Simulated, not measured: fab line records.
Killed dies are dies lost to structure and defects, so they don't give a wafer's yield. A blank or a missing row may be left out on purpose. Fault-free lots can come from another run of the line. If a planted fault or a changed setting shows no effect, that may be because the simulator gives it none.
A struck lot beside a sound one | flow nand_harc | 13 steps out of a route of 1159
Sound: the wafers L809.1, L809.2, L809.5. Struck: wafers L799.2, L799.4, L799.6. At the end, the cause is stated.
Each step with rows lists, per side, the tool, then ch with its chambers, then its first start. Under that, the readings that differ: sound wafers | struck wafers | difference of the means | sigmas: that difference in standard deviations of wafers without a fault.
alike: a reading whose means differ by less than 2 such deviations, as well as words and numbers matching on both sides. not compared: withheld readings; readings where some wafer has no value; bounds like >300 that might hide an equal value; numbers whose values overlap and for which the record gives no deviation.
Wherever a step has rows on one side only, a row that says differs or no value, or a row with sigmas, the two part there. Non-overlapping numbers with no deviation appear without sigmas and do not part them. Lack of a reading on every wafer of one side parts them only where that side has two or more wafers.

NHARC_A_STAIRCASE_STRIP_295: strips in O2.
  sound: rie_diel-10 ch 1,3; struck: rie_diel-09 ch 0,3
  alike: drypump_motor_current_A, oes_product_au, rf_vpp_V, showerhead_plenum_p_Torr, throttle_valve_pct
  not compared: rf_hours_counter_h
then, 3 steps without rows for these wafers: NHARC_A_STAIRCASE_STRIP_296 (strips in SPM, time 900 s); NHARC_A_STAIRCASE_PRECLEAN_297 (cleans in SC1); NHARC_A_STAIRCASE_SRD_298.
NHARC_A_STAIRCASE_HM_DEP_462: deposits aC, target thk 800 nm.
  sound on acl_dep-01 ch 0, day 15 18:41; struck on acl_dep-03 ch 0, day 13 10:58
  alike: throttle_valve_pct
NHARC_A_STAIRCASE_DEP_301: deposits SiON, target thk 30 nm.
  sound on pecvd-03 ch 0,2, day 15 20:33; struck on pecvd-02 ch 0,2, day 13 12:46
  alike: heater_power_w
then, 5 steps without rows for these wafers: NHARC_A_STAIRCASE_DEHYDRATE_302 (time 120 s); NHARC_A_STAIRCASE_HMDS_303 (time 30 s); NHARC_A_STAIRCASE_COAT_304; NHARC_A_STAIRCASE_SOFTBAKE_305 (time 170 s); NHARC_A_STAIRCASE_EBR_306.
NHARC_A_STAIRCASE_EXPOSE_307: exposes mask CHOP 50.
  struck on krf_scanner-02, day 13 13:22; sound on krf_scanner-02 ch 0, day 15 21:09
  no value came back on the struck wafers for exposure_dose_mJ_cm2, focus_offset_nm (nm); on the sound wafers exposure_dose_mJ_cm2 reads 45.61 45.57 45.64
  alike: mask
then, 1 step without rows for these wafers: NHARC_A_STAIRCASE_PEB_308 (peb time 130 s).

## WHERE THEY PART
At NHARC_A_STAIRCASE_EXPOSE_307 and nowhere else, as far as this record goes.

WHY: the cause the simulator had injected
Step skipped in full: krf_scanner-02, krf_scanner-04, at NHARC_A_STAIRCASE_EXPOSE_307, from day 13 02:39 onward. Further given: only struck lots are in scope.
